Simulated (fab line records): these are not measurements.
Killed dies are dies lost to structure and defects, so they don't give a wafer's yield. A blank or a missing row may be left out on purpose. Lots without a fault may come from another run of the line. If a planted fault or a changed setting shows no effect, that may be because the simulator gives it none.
Chamber matching :: flow n5-finfet :: rie-diel-05 running N5_PMOS_HMC_CHANNEL_EPI_ETCH_32: 4 sister chambers
The step etches BARC in N2/H2, stops on SiO2, target depth 85.8 nm, time 50.3 s. 14 wafers are shown with their chamber, then 7 later ones without.

== WAFERS, EACH WITH ITS CHAMBER ==
wafer: L074.2
chamber: 3
showerhead-plenum-p-Torr (Torr): 2.65
throttle-valve-pct (%): 17.86
oes-product-au (a.u.): 0.63

wafer: L074.3
chamber: 1
showerhead-plenum-p-Torr (Torr): 2.60
throttle-valve-pct (%): 17.82
oes-product-au (a.u.): 0.59

wafer: L074.4
chamber: 2
showerhead-plenum-p-Torr (Torr): 2.61
throttle-valve-pct (%): 17.68
oes-product-au (a.u.): 0.77

wafer: L078.4
chamber: 2
showerhead-plenum-p-Torr (Torr): 2.60
throttle-valve-pct (%): 17.71
oes-product-au (a.u.): 0.75

wafer: L078.5
chamber: 0
showerhead-plenum-p-Torr (Torr): 2.61
throttle-valve-pct (%): 17.89
oes-product-au (a.u.): 0.81

wafer: L078.6
chamber: 3
showerhead-plenum-p-Torr (Torr): 2.65
throttle-valve-pct (%): 17.89
oes-product-au (a.u.): 0.62

wafer: L083.3
chamber: 0
showerhead-plenum-p-Torr (Torr): 2.60
throttle-valve-pct (%): 17.91
oes-product-au (a.u.): 0.79

wafer: L083.4
chamber: 0
showerhead-plenum-p-Torr (Torr): 2.60
throttle-valve-pct (%): 17.92
oes-product-au (a.u.): 0.79

wafer: L083.5
chamber: 2
showerhead-plenum-p-Torr (Torr): 2.60
throttle-valve-pct (%): 17.74
oes-product-au (a.u.): 0.74

wafer: L090.2
chamber: 2
showerhead-plenum-p-Torr (Torr): 2.59
throttle-valve-pct (%): 17.77
oes-product-au (a.u.): 0.72

wafer: L090.3
chamber: 3
showerhead-plenum-p-Torr (Torr): 2.64
throttle-valve-pct (%): 17.92
oes-product-au (a.u.): 0.61

wafer: L090.5
chamber: 1
showerhead-plenum-p-Torr (Torr): 2.59
throttle-valve-pct (%): 17.38
oes-product-au (a.u.): 0.78

wafer: L093.3
chamber: 1
showerhead-plenum-p-Torr (Torr): 2.59
throttle-valve-pct (%): 17.40
oes-product-au (a.u.): 0.77

wafer: L093.5
chamber: 2
showerhead-plenum-p-Torr (Torr): 2.59
throttle-valve-pct (%): 17.75
oes-product-au (a.u.): 0.72

SIGNATURES, as means of the wafers listed above
reading: showerhead-plenum-p-Torr
chamber 0: 2.6033
chamber 1: 2.5933
chamber 2: 2.5980
chamber 3: 2.6467
scatter within a chamber: 0.00693

reading: throttle-valve-pct
chamber 0: 17.9067
chamber 1: 17.5333
chamber 2: 17.7300
chamber 3: 17.8900
scatter within a chamber: 0.114

reading: oes-product-au
chamber 0: 0.7967
chamber 1: 0.7133
chamber 2: 0.7400
chamber 3: 0.6200
scatter within a chamber: 0.0501
Rule: for each reading, subtract the chamber's mean from the wafer's reading, divide by that reading's scatter and square the result; add these up over the readings and take the root, which gives the wafer's distance from the chamber. If the next closest chamber is less than 2 further off than the closest, the wafer can't be placed; otherwise it belongs to the closest. The scatter is the square root of a quotient: the sum, over the shown wafers, of each reading's squared deviation from its chamber's mean, divided by wafers minus chambers.

== WAFERS WITHOUT THEIR CHAMBER ==
wafer: L093.6
showerhead-plenum-p-Torr (Torr): 2.59
throttle-valve-pct (%): 17.40
oes-product-au (a.u.): 0.77

wafer: L096.1
showerhead-plenum-p-Torr (Torr): 2.63
throttle-valve-pct (%): 17.93
oes-product-au (a.u.): 0.60

wafer: L096.2
showerhead-plenum-p-Torr (Torr): 2.59
throttle-valve-pct (%): 17.97
oes-product-au (a.u.): 0.75

wafer: L096.4
showerhead-plenum-p-Torr (Torr): 2.58
throttle-valve-pct (%): 17.41
oes-product-au (a.u.): 0.77

wafer: L097.2
showerhead-plenum-p-Torr (Torr): 2.59
throttle-valve-pct (%): 17.78
oes-product-au (a.u.): 0.71

wafer: L097.4
showerhead-plenum-p-Torr (Torr): 2.58
throttle-valve-pct (%): 17.41
oes-product-au (a.u.): 0.76

wafer: L097.5
showerhead-plenum-p-Torr (Torr): 2.59
throttle-valve-pct (%): 17.77
oes-product-au (a.u.): 0.71

== WHICH CHAMBER EACH ONE RAN IN ==
wafer: L093.6
from the rows above: can't be placed: 1 or 2
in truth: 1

wafer: L096.1
from the rows above: 3
in truth: 3

wafer: L096.2
from the rows above: can't be placed: 0 or 2 or 1
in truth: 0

wafer: L096.4
from the rows above: can't be placed: 1 or 2
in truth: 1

wafer: L097.2
from the rows above: can't be placed: 2 or 1 or 0
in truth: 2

wafer: L097.4
from the rows above: can't be placed: 1 or 2
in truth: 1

wafer: L097.5
from the rows above: can't be placed: 2 or 1 or 0
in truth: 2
Correct placement for 1 of the 7. Can't be placed from these rows: 6 (the true chamber is among the candidates in 6). Wrongly placed: 0.
